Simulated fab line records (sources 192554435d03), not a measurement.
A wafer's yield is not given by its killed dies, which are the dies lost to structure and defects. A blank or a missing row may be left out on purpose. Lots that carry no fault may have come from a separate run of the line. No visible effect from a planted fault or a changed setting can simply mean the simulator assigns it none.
Comparing a struck lot with a sound one | flow n5Finfet | 24 out of 1938 route steps
Sound: the wafers L361.1, L361.4, L361.6. Struck: wafer L371.5 (left out: L371.3, a lot-mate that was not struck); the cause follows at the end.
Each step with rows lists, per side, the tool, then ch with its chambers, then its first start. Under that, the readings that differ: sound wafers | struck wafers | difference of the means | sigmas: that difference in standard deviations of wafers without a fault.
alike: a reading whose means differ by less than 2 such deviations, as well as words and numbers matching on both sides. not compared: withheld readings; readings where some wafer has no value; bounds like >300 that might hide an equal value; numbers whose values overlap and for which the record gives no deviation.
The two part at a step that has a row with sigmas, a row that says differs or no value, or rows on one side only. Non-overlapping numbers with no deviation appear without sigmas and do not part them. A reading that every wafer of one side lacks parts them only if that side has two wafers or more.

first, 10 steps without rows for these wafers: N5_SD_EPI_N_PRECLEAN_24 (cleans in O3/DIW, time 60 s); N5_SD_EPI_N_SRD_25 (time 30 s); N5_SD_EPI_N_PRECLEAN_49 (cleans in NF3:NH3, afs cycles 1, time 20 s, sublimation time 60 s); N5_SD_EPI_N_LINER_46 (material SiNx, target thk 3 nm); N5_SD_EPI_P_COAT_34 (time 60 s, resist thk 350 nm); N5_SD_EPI_P_COAT_35 (time 60 s, resist thk 35 nm); N5_SD_EPI_P_COAT_03 (resist thk 150 nm); N5_SD_EPI_P_EBR_05; N5_SD_EPI_P_SOFTBAKE_04 (time 60 s); N5_SD_EPI_P_EXPOSE_06 (exposes mask SD P BLK, target cd 240 nm).
N5_SD_EPI_P_PEB_07: peb time 60 s.
  sound on lithoTrack-03 ch 0, day 4 21:25; struck on lithoTrack-03 ch 0, day 7 06:27
reading               | sound             | struck | difference | sigmas
heaterPowerTotalW (W) | 176.4 177.5 173.3 | 183.3  | +7.6       | +4
then, 1 step without rows for these wafers: N5_SD_EPI_P_DEVELOP_08 (develop time 30 s).
N5_SD_EPI_P_CD_MEAS_09 targets a cd of 240 nm.
  sound on cdSem-02 ch 0, day 4 21:28; struck on cdSem-02 ch 0, day 7 06:31
  alike: cdNm
N5_SD_EPI_P_DESCUM_14: chemistry O2, time 7.9 s.
  sound on rieDiel-06 ch 0,2,3, day 4 21:39; struck on rieDiel-02 ch 2, day 7 06:36
reading                  | sound           | struck | difference | sigmas
drypumpMotorCurrentA (A) | 5.82 5.77 6.16  | 5.30   | -0.62      | -2
model.SD_EPI_P.cdNm (nm) | 239.8 239 239.8 | 238.4  | -1.1       | 
  alike: oesProductAu, rfVppV, showerheadPlenumPTorr, throttleValvePct
  not compared: rfHoursCounterH
then, 7 steps without rows for these wafers: N5_SD_EPI_P_ETCH_36 (etches SiARC in CF4, target depth 45.5 nm, time 75.8 s); N5_SD_EPI_P_ETCH_37 (etches SOC in N2/H2, overetch 108 nm, time 486 s); N5_SD_EPI_P_STRIP_38 (strips in N2/H2); N5_SD_EPI_P_ETCHBACK_46 (etches SiNx in CH3F/O2, stops on SiO2, target depth 17.5 nm); N5_SD_EPI_P_ETCH_47 (etches SiOCN in CH3F/O2, target depth 25 nm); N5_SD_EPI_P_ETCH_16 (etches SiO2 in CHF3/O2, target depth 5 nm); N5_SD_EPI_P_STRIP_50 (strips in CHF3/O2).
N5_SD_EPI_P_SD_RECESS_17: chemistry HBr/Cl2/O2, target depth 39.1 nm, bt time 3 s.
  sound on rieSi-03 ch 0,2,3, day 4 22:20; struck on rieSi-01 ch 1, day 7 07:17
reading                  | sound         | struck | difference | sigmas
model.SD_EPI_P.cdNm (nm) | 239 238 239.4 | 240.6  | +1.8       | 
  alike: drypumpMotorCurrentA, oesProductAu, throttleValvePct
  not compared: rfHoursCounterH
then, 1 step without rows for these wafers: N5_SD_EPI_P_WET_ETCH_45 (etches SiO2 in dHF, time 10.7 s, target depth 2 nm, rinse time 30 s).
-- here the record skips 5 days between the struck wafers' starts before and after, leaving off in module SD_EPI_P and picking up in module BEOL_M4 (first step shown: number 1111 of the route) --
N5_BEOL_M4_RC_MEAS_101:
  sound on prober-01 ch 0, day 9 17:49; struck on prober-01 ch 0, day 11 23:05
reading       | sound          | struck | difference | sigmas
DIBL_N (mV/V) | 38.9 38.5 38.0 | 35.6   | -2.9       | -2
  alike: DIBL_P, IOFF_N, IOFF_P, ION_N, ION_P, SS_N, SS_P, VT_N, VT_P

== WHERE THEY PART ==
First at N5_SD_EPI_P_PEB_07; last, within this record, at N5_BEOL_M4_RC_MEAS_101.

WHY: the cause the simulator had injected
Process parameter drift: lithoTrack-03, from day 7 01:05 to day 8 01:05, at N5_SD_EPI_P_PEB_07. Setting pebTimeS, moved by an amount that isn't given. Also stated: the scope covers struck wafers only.
